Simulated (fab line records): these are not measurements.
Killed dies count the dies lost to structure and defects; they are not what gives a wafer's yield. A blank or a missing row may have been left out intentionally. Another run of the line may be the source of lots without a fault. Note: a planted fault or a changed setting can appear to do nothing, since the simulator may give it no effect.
Matching of chambers :: flow n5-finfet :: N5_DUMMY_GATE_HM_OPEN_21 on rie-diel-03: 3 sister chambers
The step chemistry CH3F/O2, target SiNx, target depth 120 nm, time 171.4 s. 3 wafers are shown with their chamber, then 6 later ones without.

WAFERS, EACH WITH ITS CHAMBER
wafer: L083.3
chamber: 3
showerhead-plenum-p-Torr (Torr): 2.12

wafer: L083.4
chamber: 2
showerhead-plenum-p-Torr (Torr): 1.95

wafer: L083.5
chamber: 0
showerhead-plenum-p-Torr (Torr): 2.11

WAFERS MISSING THEIR CHAMBER
wafer: L091.2
showerhead-plenum-p-Torr (Torr): 1.95

wafer: L091.6
showerhead-plenum-p-Torr (Torr): 2.11

wafer: L094.1
showerhead-plenum-p-Torr (Torr): 2.11

wafer: L094.2
showerhead-plenum-p-Torr (Torr): 2.11

wafer: L097.1
showerhead-plenum-p-Torr (Torr): 2.11

wafer: L097.3
showerhead-plenum-p-Torr (Torr): 1.94

EACH ONE'S CHAMBER
wafer: L091.2
from the rows above: 2
in truth: 2

wafer: L091.6
from the rows above: 0
in truth: 0

wafer: L094.1
from the rows above: 0
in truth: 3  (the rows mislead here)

wafer: L094.2
from the rows above: 0
in truth: 0

wafer: L097.1
from the rows above: 0
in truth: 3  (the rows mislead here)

wafer: L097.3
from the rows above: 2
in truth: 2
Correctly placed: 4 of 6. From these rows, 0 cannot be placed. Placed wrongly: 2.
How it was worked out, from the rows above alone: a wafer's distance from a chamber is the root of the sum, over the readings, of the square of ((its reading less the chamber's mean) divided by the reading's scatter). If the next closest chamber is less than 2 further off than the closest, the wafer can't be placed; otherwise it belongs to the closest. A chamber's mean is the mean of its shown wafers. The scatter: with one shown wafer a chamber, the root of the mean of the squares of how far each hidden wafer lies from its nearest shown one.
